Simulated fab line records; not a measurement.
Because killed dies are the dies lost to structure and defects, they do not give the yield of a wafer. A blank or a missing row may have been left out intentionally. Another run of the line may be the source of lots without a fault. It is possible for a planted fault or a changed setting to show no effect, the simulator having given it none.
A struck lot beside a sound one + flow n5Finfet + 39 out of 1938 route steps
Sound: these wafers, L998.1, L998.3, L998.5. The struck wafers were L109.1, L109.3, L109.5. The cause comes at the end.
Per side, at each step with rows, come the tool, then ch with its chambers, and then its first start. Under that, the readings that differ: sound wafers + struck wafers + difference of the means + sigmas: that difference in standard deviations of wafers without a fault.
alike: words and numbers the same on both sides, and readings whose means are apart by under 2 such deviations; not compared: readings that were withheld, readings missing a value for some wafer, numbers with overlapping values and no deviation given by the record, and bounds like >300 which may hide the same value.
A row with sigmas, a row that says differs or no value, or rows on one side alone: a step with any of these is where the two part. Non-overlapping numbers with no deviation appear without sigmas and do not part them. A reading missing from all wafers of one side parts the sides only when that side holds two or more wafers.

first, 12 steps without rows for these wafers: N5_SD_EPI_N_ETCH_35 (etches SOC in N2/H2, overetch 108 nm, time 486 s); N5_SD_EPI_N_STRIP_36 (strips in N2/H2); N5_SD_EPI_N_ETCHBACK_44 (etches SiNx in CH3F/O2, stops on SiO2, target depth 14.5 nm); N5_SD_EPI_N_ETCH_45 (etches SiOCN in CH3F/O2, target depth 6 nm); N5_SD_EPI_N_ETCH_16 (etches SiO2 in CHF3/O2, target depth 5 nm); N5_SD_EPI_N_STRIP_47 (strips in CHF3/O2); N5_SD_EPI_N_SD_RECESS_17 (chemistry HBr/Cl2/O2, target depth 41 nm, time 23.7 s, bt time 3 s); N5_SD_EPI_N_STRIP_38 (strips in N2/H2); N5_SD_EPI_N_WET_ETCH_43 (etches SiO2 in dHF, time 14 s, target depth 1.5 nm); N5_SD_EPI_N_STRIP_18 (strips in SPM, time 750 s); N5_SD_EPI_N_SRD_20 (time 30 s); N5_SD_EPI_N_PRECLEAN_48 (cleans in NF3:NH3, afs cycles 2, time 20 s, sublimation time 60 s).
N5_SD_EPI_N_VAPOR_ETCH_50: etches Si in HCl, time 54 s.
  sound on epiRpcvd-02 ch 0, day 4 08:19; struck on epiRpcvd-02 ch 0, day 7 03:22
| reading            | sound             | struck | difference                    | sigmas |
|--------------------|-------------------|--------|-------------------------------|--------|
| susceptorTempC (C) | 774.8 774.9 775.2 | - - -  | no value on the struck wafers |        |
  alike: throttleValvePct
then, 24 steps without rows for these wafers: N5_SD_EPI_N_EPI_21 (deposits Si:P, time 690 s); N5_SD_EPI_N_PRECLEAN_24 (cleans in O3/DIW, time 60 s); N5_SD_EPI_N_SRD_25 (time 30 s); N5_SD_EPI_N_PRECLEAN_49 (cleans in NF3:NH3, afs cycles 1, time 20 s, sublimation time 60 s); N5_SD_EPI_N_LINER_46 (material SiNx, target thk 3 nm); N5_SD_EPI_P_COAT_34 (time 60 s, resist thk 350 nm); N5_SD_EPI_P_COAT_35 (time 60 s, resist thk 35 nm); N5_SD_EPI_P_COAT_03 (resist thk 150 nm); N5_SD_EPI_P_EBR_05; N5_SD_EPI_P_SOFTBAKE_04 (time 60 s); N5_SD_EPI_P_EXPOSE_06 (exposes mask SD P BLK, target cd 240 nm); N5_SD_EPI_P_PEB_07 (peb time 60 s); N5_SD_EPI_P_DEVELOP_08 (develop time 30 s); N5_SD_EPI_P_DESCUM_14 (chemistry O2, time 7.9 s); N5_SD_EPI_P_ETCH_36 (etches SiARC in CF4, target depth 45.5 nm, time 75.8 s); N5_SD_EPI_P_ETCH_37 (etches SOC in N2/H2, overetch 108 nm, time 486 s); N5_SD_EPI_P_STRIP_38 (strips in N2/H2); N5_SD_EPI_P_ETCHBACK_46 (etches SiNx in CH3F/O2, stops on SiO2, target depth 17.5 nm); N5_SD_EPI_P_ETCH_47 (etches SiOCN in CH3F/O2, target depth 25 nm); N5_SD_EPI_P_ETCH_16 (etches SiO2 in CHF3/O2, target depth 5 nm); N5_SD_EPI_P_STRIP_50 (strips in CHF3/O2); N5_SD_EPI_P_SD_RECESS_17 (chemistry HBr/Cl2/O2, target depth 39.1 nm, bt time 3 s); N5_SD_EPI_P_WET_ETCH_45 (etches SiO2 in dHF, time 10.7 s, target depth 2 nm, rinse time 30 s); N5_SD_EPI_P_STRIP_40 (strips in N2/H2).
-- record jumps: 5 days separate the struck wafers' starts on either side; left off in module SD_EPI_P, taken up again in module BEOL_M4, whose first shown step is the route's number 1111 --
N5_BEOL_M4_RC_MEAS_101:
  sound on prober-01 ch 0, day 9 03:44; struck on prober-01 ch 0, day 12 09:32
| reading            | sound          | struck         | difference | sigmas |
|--------------------|----------------|----------------|------------|--------|
| DIBL_N (mV/V)      | 40.0 37.8 36.3 | 34.8 31.2 31.6 | -5.5       | -3     |
| IOFF_N (nA/um)     | 0.23 0.19 0.15 | 0.11 0.08 0.08 | -0.10      | -3     |
| IOFF_N_85C (nA/um) | 4.2 3.5 3.0    | 2.3 1.7 1.7    | -1.7       | -3     |
| ION_N (uA/um)      | 686 692 685    | 626 612 617    | -69        | -6     |
| REXT_N (ohm.um)    | 74.2 75.6 73.5 | 94.8 95.3 93.7 | +20.2      | +11    |
| VT_N (mV)          | 245 248 249    | 257 261 261    | +12        | +4     |
| VT_N_LVT (mV)      | 95 96 99       | 108 112 112    | +14        | +4     |
  alike: DIBL_P, IOFF_P, ION_P, SS_N, SS_P, VT_P
-- record jumps: 4 days separate the struck wafers' starts on either side; left off in module BEOL_M4, taken up again in module PASSIVATION, whose first shown step is the route's number 1936 --
N5_PASSIVATION_PROBE_49:
  sound on prober-01, day 13 07:23; struck on prober-01, day 16 19:22
| reading              | sound          | struck            | difference | sigmas      |
|----------------------|----------------|-------------------|------------|-------------|
| sort_bin_8_speed (%) | 0 0 0          | 25.93 84.75 77.54 | +62.74     | +99 or more |
| sortNPass            | 1070 1078 1083 | 761 80 162        | -743       | -41         |
| sortYieldPct (%)     | 90.7 91.4 91.8 | 64.5 6.8 13.7     | -63.0      | -42         |
  alike: defectLimitedYield, killed_at_M0_to_M3, killed_at_M4_up, killedAtContacts, killedAtFrontEnd, killedAtOther, killedDies, killedOpen, killedShort, sort_bin_5_function, sort_bin_6_memory

## WHERE THEY PART
First at N5_SD_EPI_N_VAPOR_ETCH_50; last, within this record, at N5_PASSIVATION_PROBE_49.

WHY: the cause the simulator had injected
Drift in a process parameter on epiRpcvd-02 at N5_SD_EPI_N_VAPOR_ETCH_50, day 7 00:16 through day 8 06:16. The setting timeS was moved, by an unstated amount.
